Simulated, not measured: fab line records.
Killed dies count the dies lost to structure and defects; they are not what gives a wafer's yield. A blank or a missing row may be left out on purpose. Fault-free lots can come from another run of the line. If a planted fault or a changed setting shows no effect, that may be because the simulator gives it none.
Matching of chambers    flow nand_harc    NHARC_A_STAIRCASE_ETCHBACK_422 on rie_diel-10: 4 sister chambers
The step etches the open film in CH3F/O2, target depth 40 nm, time 74.286 s. 8 wafers are shown with their chamber, then 10 later ones without.

== EACH WAFER AND ITS CHAMBER ==
wafer   chamber  drypump_motor_current_A (A)  showerhead_plenum_p_Torr (Torr)
L081.3  2        5.2                          2.40
L086.2  1        5.1                          2.52
L086.6  3        6.2                          2.66
L089.1  0        5.3                          2.45
L089.4  1        5.1                          2.52
L089.5  0        5.3                          2.45
L090.3  3        6.2                          2.65
L090.4  2        5.3                          2.39

== WAFERS WITHOUT THEIR CHAMBER ==
wafer   drypump_motor_current_A (A)  showerhead_plenum_p_Torr (Torr)
L090.6  5.3                          2.39
L092.3  5.1                          2.52
L092.4  5.3                          2.39
L092.5  5.3                          2.39
L094.1  5.3                          2.44
L094.4  5.2                          2.39
L094.6  5.1                          2.51
L095.2  6.2                          2.65
L095.5  5.1                          2.51
L095.6  5.3                          2.44

== EACH ONE'S CHAMBER ==
wafer   from the rows above  in truth
L090.6  2                    2
L092.3  1                    1
L092.4  2                    2
L092.5  2                    2
L094.1  0                    0
L094.4  2                    2
L094.6  1                    1
L095.2  3                    3
L095.5  1                    1
L095.6  0                    0
10 of 10 placed correctly. Left unplaced by these rows: 0. Wrongly placed: 0.
How it was worked out, from the rows above alone: a wafer's distance from a chamber is the root of the sum, over the readings, of the square of ((its reading less the chamber's mean) divided by the reading's scatter). If the next closest chamber is less than 2 further off than the closest, the wafer can't be placed; otherwise it belongs to the closest. For every chamber, the mean is computed from those of its wafers that are shown. The scatter: take each reading less its chamber's mean, square it, sum over the shown wafers, divide by the number of wafers less the number of chambers, and take the root.
